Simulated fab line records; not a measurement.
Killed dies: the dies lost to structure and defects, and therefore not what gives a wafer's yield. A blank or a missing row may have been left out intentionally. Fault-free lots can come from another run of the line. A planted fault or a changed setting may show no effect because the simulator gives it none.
Chamber matching    flow n5Finfet    N5_SD_EPI_N_ETCH_45 on rieDiel-01 has 4 sister chambers
The step etches SiOCN in CH3F/O2, target depth 6 nm. 24 wafers are shown with their chamber, then 12 later ones without.

WAFERS WITH THEIR CHAMBER
wafer   chamber  drypumpMotorCurrentA (A)  showerheadPlenumPTorr (Torr)  throttleValvePct (%)
L075.1  3        6.1                       1.98                          23.70
L075.5  1        6.7                       1.97                          23.68
L075.6  2        5.2                       1.97                          23.23
L076.1  2        5.1                       1.97                          23.23
L076.3  1        6.7                       1.97                          23.67
L076.5  0        6.0                       2.03                          23.30
L080.2  1        6.6                       1.96                          23.70
L080.3  3        6.1                       1.98                          23.72
L080.6  0        6.0                       2.03                          23.31
L081.1  2        5.1                       1.97                          23.26
L081.4  1        6.7                       1.96                          23.69
L081.6  3        6.1                       1.98                          23.74
L082.1  3        6.1                       1.98                          23.71
L082.2  0        6.0                       2.03                          23.32
L082.5  2        5.1                       1.97                          23.25
L085.2  0        6.0                       2.02                          23.34
L085.3  3        6.1                       1.97                          23.75
L085.5  0        6.0                       2.02                          23.36
L087.2  0        6.0                       2.02                          23.35
L087.3  2        5.1                       1.96                          23.29
L087.5  1        6.8                       1.96                          23.72
L089.1  0        6.0                       2.02                          23.35
L089.2  3        6.1                       1.97                          23.39
L089.5  2        5.1                       1.96                          23.28

SIGNATURES (averages over the wafers above)
reading                chamber 0  chamber 1  chamber 2  chamber 3  scatter within a chamber
drypumpMotorCurrentA   6.000      6.700      5.117      6.100      0.0376
showerheadPlenumPTorr  2.0243     1.9640     1.9667     1.9767     0.00528
throttleValvePct       23.3329    23.6920    23.2567    23.6683    0.0716
Rule: a wafer's distance from a chamber is the root of the sum, over the readings, of the square of ((its reading less the chamber's mean) divided by the reading's scatter). The wafer belongs to the nearest chamber; if the next one is less than 2 further off, it can't be placed. The scatter: the root of (the sum of the squares of (reading less its chamber's mean) over the shown wafers, divided by (wafers less chambers)).

WAFERS WITH NO CHAMBER GIVEN
wafer   drypumpMotorCurrentA (A)  showerheadPlenumPTorr (Torr)  throttleValvePct (%)
L091.1  6.1                       1.97                          23.39
L091.2  5.1                       1.96                          23.28
L091.5  5.1                       1.96                          23.28
L092.1  6.1                       1.97                          23.40
L092.2  6.7                       1.96                          23.35
L092.3  6.0                       2.02                          23.36
L094.2  6.1                       1.97                          23.39
L094.4  6.0                       2.01                          23.37
L094.5  6.1                       1.97                          23.42
L095.2  6.1                       1.97                          23.40
L095.3  6.0                       2.01                          23.39
L095.4  6.7                       1.95                          23.35

EACH ONE'S CHAMBER
wafer   from the rows above  in truth
L091.1  3                    3
L091.2  2                    2
L091.5  2                    2
L092.1  3                    3
L092.2  1                    1
L092.3  0                    0
L094.2  3                    3
L094.4  0                    0
L094.5  3                    3
L095.2  3                    3
L095.3  0                    0
L095.4  1                    1
Placed correctly: 12 of 12. Can't be placed from these rows: 0. Wrongly placed: 0.
